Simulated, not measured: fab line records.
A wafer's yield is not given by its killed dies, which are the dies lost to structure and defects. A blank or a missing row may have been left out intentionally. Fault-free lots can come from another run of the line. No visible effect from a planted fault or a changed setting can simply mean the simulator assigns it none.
Chamber matching || flow nandHarc || NHARC_A_STAIRCASE_DESCUM_168 on rieDiel-05: 4 sister chambers
The step chemistry O2, time 3 s. 4 wafers are shown with their chamber, then 7 later ones without.

== WAFERS PAIRED WITH THEIR CHAMBERS ==
{"wafer": "L076.5", "chamber": 2, "drypumpMotorCurrentA (A)": 6.2}
{"wafer": "L085.4", "chamber": 3, "drypumpMotorCurrentA (A)": 5.2}
{"wafer": "L089.1", "chamber": 0, "drypumpMotorCurrentA (A)": 6.3}
{"wafer": "L089.4", "chamber": 1, "drypumpMotorCurrentA (A)": 5.4}

== WAFERS WITH NO CHAMBER GIVEN ==
{"wafer": "L089.5", "drypumpMotorCurrentA (A)": 5.3}
{"wafer": "L091.1", "drypumpMotorCurrentA (A)": 5.2}
{"wafer": "L091.5", "drypumpMotorCurrentA (A)": 6.1}
{"wafer": "L091.6", "drypumpMotorCurrentA (A)": 5.4}
{"wafer": "L095.2", "drypumpMotorCurrentA (A)": 6.3}
{"wafer": "L095.3", "drypumpMotorCurrentA (A)": 6.1}
{"wafer": "L095.6", "drypumpMotorCurrentA (A)": 6.1}

== THE CHAMBER EACH PASSED THROUGH ==
{"wafer": "L089.5", "from the rows above": "can't be placed: 3 or 1", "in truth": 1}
{"wafer": "L091.1", "from the rows above": 3, "in truth": 3}
{"wafer": "L091.5", "from the rows above": "can't be placed: 2 or 0", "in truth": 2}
{"wafer": "L091.6", "from the rows above": 1, "in truth": 1}
{"wafer": "L095.2", "from the rows above": "can't be placed: 0 or 2", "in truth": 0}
{"wafer": "L095.3", "from the rows above": "can't be placed: 2 or 0", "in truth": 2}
{"wafer": "L095.6", "from the rows above": "can't be placed: 2 or 0", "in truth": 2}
Placed correctly: 2 of 7. Cannot be placed on the basis of these rows: 5; the candidates contain the true chamber in 5. 0 placed wrongly.
How it was worked out, from the rows above alone: a wafer's distance from a chamber is the root of the sum, over the readings, of the square of ((its reading less the chamber's mean) divided by the reading's scatter). If the next closest chamber is less than 2 further off than the closest, the wafer can't be placed; otherwise it belongs to the closest. A chamber's mean is the mean of its shown wafers. The scatter: with one shown wafer a chamber, the root of the mean of the squares of how far each hidden wafer lies from its nearest shown one.
